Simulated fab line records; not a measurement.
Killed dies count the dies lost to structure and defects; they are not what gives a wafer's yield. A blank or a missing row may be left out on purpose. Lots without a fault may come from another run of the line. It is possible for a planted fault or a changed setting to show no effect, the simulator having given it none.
Chamber matching -- flow nand-harc -- cmp-04 running NHARC_A_CONTACT_CMP_20: 4 sister chambers
The step polishes, t overpolish 30 s, target thk 300 nm. 14 wafers are shown with their chamber, then 7 later ones without.

== WAFERS, EACH WITH ITS CHAMBER ==
wafer,chamber,motor-current-A (A),time-to-endpoint-s (s),overpolish-run-s (s)
L997.1,1,13.5,61,30.000
L997.4,0,11.9,67,30.024
L997.6,2,12.1,64,30.013
L102.1,1,13.5,58,30.010
L102.5,3,11.0,56,30.001
L102.6,0,12.2,68,30.003
L103.1,1,13.2,58,30.000
L103.5,3,11.7,53,30.005
L103.6,0,11.9,67,29.999
L107.1,3,11.2,53,30.010
L107.4,2,11.5,58,29.987
L107.6,3,11.3,53,29.987
L105.1,1,13.7,62,30.000
L105.2,0,12.4,68,30.009

SIGNATURES (means of the wafers above)
reading,chamber 0,chamber 1,chamber 2,chamber 3,scatter within a chamber
motor-current-A,12.100,13.475,11.800,11.300,0.273
time-to-endpoint-s,67.50,59.75,61.00,53.75,1.96
overpolish-run-s,30.00875,30.00250,30.00000,30.00075,0.0103
Rule: for each reading, subtract the chamber's mean from the wafer's reading, divide by that reading's scatter and square the result; add these up over the readings and take the root, which gives the wafer's distance from the chamber. The wafer belongs to the nearest chamber; if the next one is less than 2 further off, it can't be placed. How the scatter is found: for the shown wafers, subtract from each reading the mean of its chamber, square and add these, divide the total by (wafers less chambers), then take the root.

== WAFERS WITHOUT THEIR CHAMBER ==
wafer,motor-current-A (A),time-to-endpoint-s (s),overpolish-run-s (s)
L105.3,12.1,64,30.009
L108.3,13.9,60,30.002
L108.4,11.5,55,29.996
L108.6,13.8,59,29.986
L115.1,11.0,56,30.006
L115.3,11.8,66,30.008
L115.5,12.3,64,30.006

== THE CHAMBER EACH PASSED THROUGH ==
wafer,from the rows above,in truth
L105.3,can't be placed: 0 or 2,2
L108.3,1,1
L108.4,3,3
L108.6,1,1
L115.1,3,3
L115.3,can't be placed: 0 or 2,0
L115.5,can't be placed: 0 or 2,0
4 of 7 placed correctly. Cannot be placed on the basis of these rows: 3; the candidates contain the true chamber in 3. Wrongly placed: 0.
